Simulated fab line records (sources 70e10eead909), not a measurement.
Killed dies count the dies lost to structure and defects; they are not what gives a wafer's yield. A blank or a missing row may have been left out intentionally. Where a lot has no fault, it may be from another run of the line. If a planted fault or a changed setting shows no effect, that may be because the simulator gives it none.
A struck lot beside a sound one | flow nand_harc | 14 steps out of a route of 1302
Sound: wafers L451.3, L451.4, L451.6. The struck wafers were L456.1, L456.3, L456.6. The cause is given at the end.
Each step with rows lists, per side, the tool, then ch with its chambers, then its first start. Under that, the readings that differ: sound wafers | struck wafers | difference of the means | sigmas: that difference in standard deviations of wafers without a fault.
alike: words and numbers the same on both sides, and readings whose means are apart by under 2 such deviations; not compared: readings that were withheld, readings missing a value for some wafer, numbers with overlapping values and no deviation given by the record, and bounds like >300 which may hide the same value.
The two part at a step that has a row with sigmas, a row that says differs or no value, or rows on one side only. Non-overlapping numbers with no deviation appear without sigmas and do not part them. A reading missing from all wafers of one side parts the sides only when that side holds two or more wafers.

first, 1 step without rows for these wafers: NHARC_A_STAIRCASE_DESCUM_291 (chemistry O2, time 3 s).
NHARC_A_STAIRCASE_ETCH_292: etches the open film in CF4/CHF3.
  sound on rie_diel-11 ch 1,3, day 20 14:37; struck on rie_diel-03 ch 0,2,3, day 22 18:26
  alike: drypump_motor_current_A, oes_product_au, rf_vpp_V, showerhead_plenum_p_Torr, throttle_valve_pct
  not compared: rf_hours_counter_h
NHARC_A_STAIRCASE_HM_OPEN_460: chemistry O2/COS.
  sound: rie_diel-11 ch 2,3; struck: rie_diel-03 ch 0,3
  alike: drypump_motor_current_A, oes_product_au, rf_vpp_V, showerhead_plenum_p_Torr, throttle_valve_pct
  not compared: rf_hours_counter_h
then, 2 steps without rows for these wafers: NHARC_A_STAIRCASE_STRIP_461 (strips in O2/COS); NHARC_A_STAIRCASE_ETCH_452 (etches the open film in CF4/O2, target depth 30 nm, overetch 3 nm, time 16.5 s).
NHARC_A_STAIRCASE_ETCH_294: etches the open film in C4F8/O2/Ar, target depth 4989 nm, time 1211.6 s.
  sound: rie_diel-11 ch 0,3; struck: rie_diel-03 ch 1,2
  alike: oes_product_au, rf_vpp_V
  not compared: rf_hours_counter_h
NHARC_A_STAIRCASE_STRIP_295: strips in O2.
  sound: rie_diel-11 ch 1,2; struck: rie_diel-03 ch 2,3
  reading                     | sound       | struck      | difference | sigmas
  drypump_motor_current_A (A) | 5.5 5.7 5.7 | 6.3 6.7 6.7 | +0.9       | +2
  alike: oes_product_au, rf_vpp_V, showerhead_plenum_p_Torr, throttle_valve_pct
  not compared: rf_hours_counter_h
then, 3 steps without rows for these wafers: NHARC_A_STAIRCASE_STRIP_296 (strips in SPM, time 900 s); NHARC_A_STAIRCASE_PRECLEAN_297 (cleans in SC1); NHARC_A_STAIRCASE_SRD_298.
NHARC_A_STAIRCASE_HM_DEP_462: deposits aC, target thk 800 nm.
  sound on acl_dep-02 ch 0, day 20 17:32; struck on acl_dep-01 ch 0, day 22 23:42
  alike: throttle_valve_pct
NHARC_A_STAIRCASE_DEP_301: deposits SiON, target thk 30 nm.
  sound on pecvd-04 ch 0,1,2, day 20 18:47; struck on pecvd-04 ch 0,1, day 23 01:35
  reading            | sound             | struck            | difference | sigmas
  rf_fwd_power_W (W) | 348.4 349.6 348.3 | 391.3 389.7 390.1 | +41.6      | +42
  alike: heater_power_w
then, 1 step without rows for these wafers: NHARC_A_STAIRCASE_DEHYDRATE_302 (time 120 s).
-- the record jumps here: 8 days lie between the struck wafers' starts before and after (it left off in module A_STAIRCASE and takes up again in module END, whose first step shown is number 1302 of the route) --
NHARC_END_SORT_01:
  sound on prober-01 ch 0, day 28 06:34; struck on prober-02 ch 0, day 30 15:50
  reading             | sound | struck  | difference | sigmas
  killed_at_periphery | 5 4 6 | 14 9 10 | +6         | +2
  alike: killed_at_array, killed_at_other, killed_dies, killed_open, killed_short

WHERE THEY PART
Last at NHARC_END_SORT_01 as far as this record goes, first at NHARC_A_STAIRCASE_STRIP_295.

WHY: what had been put in by the simulator
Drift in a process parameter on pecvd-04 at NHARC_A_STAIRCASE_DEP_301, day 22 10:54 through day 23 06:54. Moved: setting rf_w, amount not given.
